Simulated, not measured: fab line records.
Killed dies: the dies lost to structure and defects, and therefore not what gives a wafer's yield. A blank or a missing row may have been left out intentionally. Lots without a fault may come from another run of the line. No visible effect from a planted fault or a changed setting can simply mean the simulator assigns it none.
Comparing a struck lot with a sound one    flow n5_finfet    33 steps out of a route of 1938
Sound: these wafers, L274.2, L274.3, L274.6. Wafers struck: L285.1, L285.3, L285.6. At the end, the cause is stated.
Each step with rows lists, per side, the tool, then ch with its chambers, then its first start. Under that, the readings that differ: sound wafers    struck wafers    difference of the means    sigmas: that difference in standard deviations of wafers without a fault.
alike: a reading whose means differ by less than 2 such deviations, as well as words and numbers matching on both sides. not compared: withheld readings; readings where some wafer has no value; bounds like >300 that might hide an equal value; numbers whose values overlap and for which the record gives no deviation.
The two part at a step that has a row with sigmas, a row that says differs or no value, or rows on one side only. Non-overlapping numbers with no deviation appear without sigmas and do not part them. A reading that every wafer of one side lacks parts them only if that side has two wafers or more.

first, 10 steps without rows for these wafers: N5_SD_EPI_P_PRECLEAN_51 (cleans in NF3:NH3, afs cycles 1, time 20 s, sublimation time 60 s); N5_SD_EPI_P_VAPOR_ETCH_44 (etches SiGe30 in NF3/Ar, time 3.3 s); N5_SD_EPI_P_EPI_21 (deposits SiGe:B, time 355 s); N5_SD_EPI_P_HM_STRIP_48 (strips SiNx in H3PO4, material SiNx, target depth 3 nm); N5_SD_EPI_P_SRD_49 (time 30 s); N5_SD_EPI_P_PRECLEAN_24 (cleans in O3/DIW, time 45 s); N5_SD_EPI_P_PRECLEAN_32 (cleans in dHF, time 10 s); N5_SD_EPI_P_PRECLEAN_33 (cleans in SC2, time 45 s); N5_SD_EPI_P_SRD_25 (time 30 s); N5_SD_ACTIVATION_RTA_00 (time 0 s).
N5_SD_ACTIVATION_LSA_01: time 0.0008 s.
  sound on laser_anneal-02 ch 0, day 5 04:09; struck on laser_anneal-02 ch 0, day 7 22:03
reading           sound                 struck                difference  sigmas
wafer_temp_C_max  1086.3 1085.2 1084.7  1098.6 1099.3 1098.6  +13.4       +8
N5_SD_ACTIVATION_RS_MEAS_03: measurement is done with a four-point probe.
  sound on film_metro-01, day 5 04:21; struck on film_metro-02, day 7 22:15
reading           sound           struck          difference  sigmas
RS_SD_N (ohm/sq)  21.7 21.5 21.4  20.3 20.6 20.3  -1.1        -3
  alike: RS_SD_P
then, 19 steps without rows for these wafers: N5_ILD0_LINER_00 (material SiNx, target thk 4 nm, pulse time 1 s, purge time 2 s); N5_ILD0_FCVD_FILL_01 (material SiO2 flowable, target thk 200 nm, time 328.3 s); N5_ILD0_CURE_02 (time 1800 s); N5_ILD0_CMP_03 (polishes, stops on SiNx, t overpolish 1.9 s, target thk 197.38 nm); N5_ILD0_CMP_07 (polishes SiO2 flowable, stops on poly-Si, t overpolish 1.18 s, target thk 138.88 nm); N5_ILD0_PRECLEAN_10 (cleans in NF3:NH3, afs cycles 5, time 20 s, sublimation time 60 s); N5_ILD0_ALD_15 (deposits SiNx, target thk 24 nm, pulse time 1 s, ald cycles 480); N5_ILD0_CMP_12 (polishes SiNx, stops on poly-Si, t overpolish 6 s, target thk 17.67 nm); N5_SDB_HM_DEP_00 (deposits SiNx from SiH4/NH3/N2, target thk 40 nm, time 35.3 s); N5_SDB_COAT_03 (time 60 s, resist thk 100 nm); N5_SDB_COAT_04 (time 60 s, resist thk 18 nm); N5_SDB_COAT_05 (resist thk 90 nm); N5_SDB_EBR_07; N5_SDB_SOFTBAKE_06 (time 60 s); N5_SDB_EXPOSE_08 (exposes mask SDB); N5_SDB_PEB_09 (peb time 60 s); N5_SDB_DEVELOP_10 (develop time 30 s); N5_SDB_DESCUM_16 (chemistry O2, time 7.9 s); N5_SDB_ETCH_17 (etches SiARC in CF4, target depth 23.4 nm, time 39 s).
-- the record jumps here: 5 days lie between the struck wafers' starts before and after (it left off in module SDB and takes up again in module BEOL_M4, whose first step shown is number 1111 of the route) --
N5_BEOL_M4_RC_MEAS_101:
  sound on prober-01 ch 0, day 13 23:21; struck on prober-02 ch 0, day 12 15:29
reading              sound           struck          difference  sigmas
RC_DENSE_N (ohm.um)  19.4 19.3 18.9  17.1 17.5 17.5  -1.8        -4
RC_N (ohm.um)        15.9 16.1 15.4  13.8 14.3 14.2  -1.7        -4
RS_SD_N (ohm/sq)     28.2 28.2 27.7  26.9 27.3 26.8  -1.0        -2
  alike: DIBL_N, DIBL_P, IOFF_N, IOFF_P, ION_N, ION_P, SS_N, SS_P, VT_N, VT_P
-- here the record skips 5 days between the struck wafers' starts before and after, leaving off in module BEOL_M4 and picking up in module PASSIVATION (first step shown: number 1936 of the route) --
N5_PASSIVATION_PROBE_49:
  record: rows for the struck wafers here (prober-02, day 17 15:07), none for the sound ones

WHERE THEY PART
Last at N5_PASSIVATION_PROBE_49 as far as this record goes, first at N5_SD_ACTIVATION_LSA_01.

WHY: what had been put in by the simulator
Drift in process parameters on laser_anneal-02 at N5_SD_ACTIVATION_LSA_01, starting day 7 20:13. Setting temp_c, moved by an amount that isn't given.
